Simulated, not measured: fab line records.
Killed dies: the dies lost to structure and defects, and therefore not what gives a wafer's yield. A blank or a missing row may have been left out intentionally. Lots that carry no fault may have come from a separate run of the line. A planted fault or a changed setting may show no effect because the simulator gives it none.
Chamber matching | flow n5_finfet | N5_BEOL_M4_VIA_ETCH_34 on rie_diel-05: 4 sister chambers
The step etches the open film in C4F6/O2, target depth 69.4 nm, time 65.9 s. 16 wafers are shown with their chamber, then 8 later ones without.

## EACH WAFER AND ITS CHAMBER
wafer  | chamber | showerhead_plenum_p_Torr (Torr) | throttle_valve_pct (%) | oes_o_777_au (a.u.)
L078.1 | 1       | 2.70                            | 30.53                  | 0.66
L078.3 | 2       | 3.04                            | 30.54                  | 0.88
L078.6 | 2       | 3.04                            | 30.52                  | 0.88
L080.1 | 1       | 2.69                            | 30.51                  | 0.66
L080.4 | 0       | 2.97                            | 30.85                  | 0.79
L080.5 | 0       | 2.97                            | 30.85                  | 0.78
L083.2 | 0       | 2.97                            | 30.85                  | 0.78
L083.3 | 3       | 2.79                            | 30.46                  | 0.72
L083.5 | 1       | 2.69                            | 30.54                  | 0.66
L085.3 | 0       | 2.96                            | 30.86                  | 0.77
L085.4 | 2       | 3.03                            | 30.56                  | 0.84
L085.6 | 0       | 2.96                            | 30.87                  | 0.78
L089.3 | 1       | 2.68                            | 30.55                  | 0.65
L089.4 | 0       | 2.96                            | 30.87                  | 0.77
L089.6 | 1       | 2.68                            | 30.54                  | 0.65
L090.2 | 3       | 2.79                            | 30.48                  | 0.72

SIGNATURES, as means of the wafers listed above
reading                  | chamber 0 | chamber 1 | chamber 2 | chamber 3 | scatter within a chamber
showerhead_plenum_p_Torr | 2.9650    | 2.6880    | 3.0367    | 2.7900    | 0.00643
throttle_valve_pct       | 30.8583   | 30.5340   | 30.5400   | 30.4700   | 0.0142
oes_o_777_au             | 0.7783    | 0.6560    | 0.8667    | 0.7200    | 0.0111
Rule: a wafer lies at a distance from a chamber equal to the root of the sum of squares, over the readings, of (its reading less the chamber's mean, divided by the reading's scatter). The wafer belongs to the nearest chamber; if the next one is less than 2 further off, it can't be placed. The scatter: take each reading less its chamber's mean, square it, sum over the shown wafers, divide by the number of wafers less the number of chambers, and take the root.

## WAFERS WITH NO CHAMBER GIVEN
wafer  | showerhead_plenum_p_Torr (Torr) | throttle_valve_pct (%) | oes_o_777_au (a.u.)
L090.4 | 2.68                            | 30.53                  | 0.64
L090.6 | 2.96                            | 30.87                  | 0.76
L092.2 | 2.96                            | 30.88                  | 0.76
L092.4 | 3.02                            | 30.55                  | 0.83
L092.6 | 3.02                            | 30.54                  | 0.83
L094.1 | 2.68                            | 30.55                  | 0.64
L094.2 | 2.95                            | 30.88                  | 0.75
L094.6 | 2.68                            | 30.58                  | 0.64

## CHAMBER TAKEN BY EACH
wafer  | from the rows above | in truth
L090.4 | 1                   | 1
L090.6 | 0                   | 0
L092.2 | 0                   | 0
L092.4 | 2                   | 2
L092.6 | 2                   | 2
L094.1 | 1                   | 1
L094.2 | 0                   | 0
L094.6 | 1                   | 1
8 of 8 placed correctly. From these rows, 0 cannot be placed. 0 placed wrongly.
